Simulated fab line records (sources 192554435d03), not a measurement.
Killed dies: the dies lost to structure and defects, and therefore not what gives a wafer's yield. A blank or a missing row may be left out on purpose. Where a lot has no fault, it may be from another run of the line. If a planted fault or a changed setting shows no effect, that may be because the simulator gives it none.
Which tool is to blame? -- flow n5Finfet -- 12 lots with 36 wafers sampled at 5 steps, on a route of 1938 steps

== WHAT THE GAUGES READ, wafer by wafer ==
N5_BEOL_M2_CD_MEAS_11 targets a cd of 16.79 nm.
lot,measured,on,cdNm (nm)
L075,day 6 20:06,cdSem-01,16.70 16.90 16.57
L076,day 7 04:33,cdSem-01,16.50 17.00 16.91
L079,day 7 23:55,cdSem-02,16.94 16.96 17.28
L082,day 8 22:00,cdSem-02,16.50 16.69 16.50
L083,day 9 08:29,cdSem-01,16.54 16.52 16.75
L086,day 9 16:29,cdSem-01,16.75 16.55 16.19
L088,day 10 01:38,cdSem-02,16.54 16.44 17.46
L089,day 10 08:37,cdSem-02,16.47 16.58 16.86
L091,day 10 14:49,cdSem-02,16.75 16.86 16.48
L093,day 11 12:31,cdSem-03,17.04 17.00 16.86
L095,day 12 10:38,cdSem-01,17.18 17.03 16.79
L096,day 12 17:26,cdSem-02,16.27 16.64 16.73

== TOOL THAT RAN EACH LOT (tool first, then ch and the chambers of the sampled wafers, then the start) ==
lot,N5_BEOL_M1_SPUTTER_79,N5_BEOL_M1_ANNEAL_87,N5_BEOL_M1_SPUTTER_88,N5_BEOL_M1_DEP_57
L075,"pvdSputter-02, day 6 14:35","pvdSputter-02, day 6 15:07","pvdSputter-02, day 6 15:15","pecvd-02 ch 1,2, day 6 17:14"
L076,"pvdSputter-01, day 6 23:05","pvdSputter-01, day 6 23:36","pvdSputter-01, day 6 23:44","pecvd-04 ch 0,1,2, day 7 01:38"
L079,"pvdSputter-01, day 7 20:05","pvdSputter-01, day 7 20:37","pvdSputter-01, day 7 20:45","pecvd-02 ch 0,1, day 7 22:41"
L082,"pvdSputter-01, day 8 18:18","pvdSputter-01, day 8 18:49","pvdSputter-01, day 8 18:58","pecvd-04 ch 0,1, day 8 20:49"
L083,"pvdSputter-01, day 9 03:28","pvdSputter-01, day 9 03:59","pvdSputter-01, day 9 04:07","pecvd-02 ch 1,2, day 9 05:59"
L086,"pvdSputter-01, day 9 11:54","pvdSputter-01, day 9 12:25","pvdSputter-01, day 9 12:34","pecvd-03 ch 0,1, day 9 14:27"
L088,"pvdSputter-02, day 9 22:10","pvdSputter-02, day 9 22:41","pvdSputter-02, day 9 22:50","pecvd-04 ch 0,2, day 10 00:41"
L089,"pvdSputter-03, day 10 05:22","pvdSputter-03, day 10 05:53","pvdSputter-03, day 10 06:01","pecvd-03 ch 1, day 10 07:55"
L091,"pvdSputter-01, day 10 08:35","pvdSputter-01, day 10 09:07","pvdSputter-01, day 10 09:15","pecvd-03 ch 1, day 10 11:11"
L093,"pvdSputter-01, day 11 06:47","pvdSputter-01, day 11 07:19","pvdSputter-01, day 11 07:27","pecvd-02 ch 1,2, day 11 09:23"
L095,"pvdSputter-02, day 12 03:54","pvdSputter-02, day 12 04:25","pvdSputter-02, day 12 04:34","pecvd-03 ch 0,1,2, day 12 06:37"
L096,"pvdSputter-03, day 12 12:22","pvdSputter-03, day 12 12:53","pvdSputter-03, day 12 13:02","pecvd-04 ch 1,2, day 12 14:59"
- N5_BEOL_M1_SPUTTER_79: material Cu, target thk 4.5 nm, time 8.29 s.
- N5_BEOL_M1_ANNEAL_87: time 240 s.
- N5_BEOL_M1_SPUTTER_88: material Cu, target thk 4.5 nm, time 8.29 s.
- N5_BEOL_M1_DEP_57: deposits SiCN from 3MS/NH3, target thk 8 nm, time 14 s.

== THE ANSWER, worked out from the rows above alone ==
Rule: the usual values come from the lots themselves. Put in order of their means at a reading, lots are off if they are a third of the lots or fewer, leave a main group of 4 or more, and stand apart from it by a gap of 3 or more times the standard deviation of the main group's means; of several such gaps the widest counts. A main group whose means are all the same, to the digits that the tables above print for the reading, isn't used. A lot without any number at a reading at which 4 lots or more have one is off too. Any other lot the step has rows for is counted as sound.
Across all readings shown, no lot is off: no conclusion can be drawn from this.

== WHAT THE SIMULATOR PUT IN ==
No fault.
